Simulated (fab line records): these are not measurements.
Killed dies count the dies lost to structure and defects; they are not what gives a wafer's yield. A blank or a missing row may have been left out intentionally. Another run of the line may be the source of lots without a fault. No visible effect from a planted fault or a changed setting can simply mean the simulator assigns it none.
Chamber matching -- flow n5Finfet -- 4 sister chambers for N5_BEOL_M7_ETCH_66 on rieDiel-01
The step etches SOC in N2/H2, target depth 80 nm, overetch 16 nm, time 120 s. 14 wafers are shown with their chamber, then 7 later ones without.

EACH WAFER AND ITS CHAMBER
wafer,chamber,drypumpMotorCurrentA (A),showerheadPlenumPTorr (Torr),throttleValvePct (%)
L076.1,1,5.60,2.63,17.95
L076.5,3,5.69,2.45,17.68
L076.6,2,5.68,2.52,18.03
L077.2,2,5.69,2.51,18.04
L077.3,3,5.66,2.45,17.69
L077.6,2,5.67,2.51,18.06
L080.1,1,5.62,2.62,17.99
L080.2,0,5.10,2.56,17.94
L080.6,0,5.09,2.56,17.95
L084.1,2,5.68,2.51,18.07
L084.2,3,5.66,2.45,17.72
L084.5,3,5.67,2.45,17.71
L085.1,0,5.09,2.56,17.95
L085.2,3,5.67,2.44,17.73

SIGNATURES, as means of the wafers listed above
reading,chamber 0,chamber 1,chamber 2,chamber 3,scatter within a chamber
drypumpMotorCurrentA,5.0933,5.6100,5.6800,5.6700,0.0103
showerheadPlenumPTorr,2.5600,2.6250,2.5125,2.4480,0.00453
throttleValvePct,17.9467,17.9700,18.0500,17.7060,0.0189
Rule: for each reading, subtract the chamber's mean from the wafer's reading, divide by that reading's scatter and square the result; add these up over the readings and take the root, which gives the wafer's distance from the chamber. The wafer belongs to the nearest chamber; if the next one is less than 2 further off, it can't be placed. How the scatter is found: for the shown wafers, subtract from each reading the mean of its chamber, square and add these, divide the total by (wafers less chambers), then take the root.

WAFERS WITH NO CHAMBER GIVEN
wafer,drypumpMotorCurrentA (A),showerheadPlenumPTorr (Torr),throttleValvePct (%)
L085.6,5.69,2.51,18.08
L088.1,5.08,2.56,17.96
L088.2,5.65,2.44,17.72
L088.5,5.62,2.61,18.00
L092.1,5.69,2.44,17.73
L092.3,5.60,2.61,18.02
L092.5,5.08,2.56,17.96

THE CHAMBER EACH PASSED THROUGH
wafer,from the rows above,in truth
L085.6,2,2
L088.1,0,0
L088.2,3,3
L088.5,1,1
L092.1,3,3
L092.3,1,1
L092.5,0,0
7 of 7 placed correctly. Can't be placed from these rows: 0. Number placed wrongly: 0.
